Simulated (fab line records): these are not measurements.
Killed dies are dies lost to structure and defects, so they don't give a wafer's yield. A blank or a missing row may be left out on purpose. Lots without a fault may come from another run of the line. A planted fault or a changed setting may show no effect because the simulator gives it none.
Matching of chambers	flow n5-finfet	N5_BEOL_M0_SAQP_MANDREL2_REMOVE_110 on rie-si-03: 4 sister chambers
The step chemistry HBr/Cl2/O2, target a-Si, stops on SiCN, bt time 10 s. 18 wafers are shown with their chamber, then 9 later ones without.

EACH WAFER AND ITS CHAMBER
wafer	chamber	throttle-valve-pct (%)	oes-product-au (a.u.)
L075.1	1	37.1	1.007
L075.3	2	36.6	1.002
L075.6	0	36.1	1.023
L074.4	2	36.6	1.002
L074.5	0	36.1	1.020
L074.6	1	37.1	1.001
L077.1	2	36.7	1.002
L077.2	0	36.1	1.011
L077.6	3	37.0	1.008
L084.1	2	36.6	1.013
L084.3	3	37.0	1.001
L084.6	2	36.6	0.996
L087.1	1	37.1	0.991
L087.3	0	36.1	1.031
L087.5	3	37.1	0.990
L089.2	3	37.0	0.986
L089.3	2	36.6	1.018
L089.4	1	37.1	1.008

SIGNATURES (averages over the wafers above)
reading	chamber 0	chamber 1	chamber 2	chamber 3	scatter within a chamber
throttle-valve-pct	36.100	37.100	36.617	37.025	0.0336
oes-product-au	1.02125	1.00175	1.00550	0.99625	0.00858
Rule: distance of a wafer from a chamber = root of the sum over the readings of ((wafer's reading minus chamber's mean) / reading's scatter) squared. If the next closest chamber is less than 2 further off than the closest, the wafer can't be placed; otherwise it belongs to the closest. How the scatter is found: for the shown wafers, subtract from each reading the mean of its chamber, square and add these, divide the total by (wafers less chambers), then take the root.

WAFERS WITHOUT THEIR CHAMBER
wafer	throttle-valve-pct (%)	oes-product-au (a.u.)
L091.3	36.1	1.015
L091.4	36.6	1.008
L091.5	37.0	1.002
L093.1	37.1	1.001
L093.4	36.1	1.023
L093.5	36.6	1.004
L097.2	37.0	0.993
L097.3	36.1	1.004
L097.5	36.1	1.015

THE CHAMBER EACH PASSED THROUGH
wafer	from the rows above	in truth
L091.3	0	0
L091.4	2	2
L091.5	can't be placed: 3 or 1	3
L093.1	1	1
L093.4	0	0
L093.5	2	2
L097.2	3	3
L097.3	0	0
L097.5	0	0
Correctly placed: 8 of 9. From these rows, 1 cannot be placed; in 1 the true chamber is one of the candidates. Placed wrongly: 0.
